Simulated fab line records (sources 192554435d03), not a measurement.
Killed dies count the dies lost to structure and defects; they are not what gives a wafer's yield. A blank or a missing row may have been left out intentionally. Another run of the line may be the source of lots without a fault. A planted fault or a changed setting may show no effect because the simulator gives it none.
Chamber matching    flow n5 finfet    N5_HKMG_FIN_ALD_36 on ald metal-02 has 4 sister chambers
The step deposits TiN, target thk 1 nm, pulse time 1 s, purge time 3 s. 4 wafers are shown with their chamber, then 7 later ones without.

## EACH WAFER AND ITS CHAMBER
wafer   chamber  heater power w (W)
L090.4  2        861
L090.5  1        801
L091.1  3        815
L091.2  0        923

## WAFERS WITHOUT THEIR CHAMBER
wafer   heater power w (W)
L091.5  937
L095.1  801
L095.2  799
L095.3  851
L096.2  844
L096.3  920
L096.4  798

## WHICH CHAMBER EACH WENT THROUGH
wafer   from the rows above      in truth
L091.5  0                        0
L095.1  can't be placed: 1 or 3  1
L095.2  can't be placed: 1 or 3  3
L095.3  2                        2
L096.2  can't be placed: 2 or 3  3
L096.3  0                        0
L096.4  can't be placed: 1 or 3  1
Correct placement for 3 of the 7. These rows do not allow placing 4 (true chamber among the candidates in 4). Placed wrongly: 0.
How it was worked out, from the rows above alone: a wafer's distance from a chamber is the root of the sum, over the readings, of the square of ((its reading less the chamber's mean) divided by the reading's scatter). The wafer belongs to the nearest chamber; if the next one is less than 2 further off, it can't be placed. Each chamber's mean is taken over the wafers shown for it. The scatter: with one shown wafer a chamber, the root of the mean of the squares of how far each hidden wafer lies from its nearest shown one.
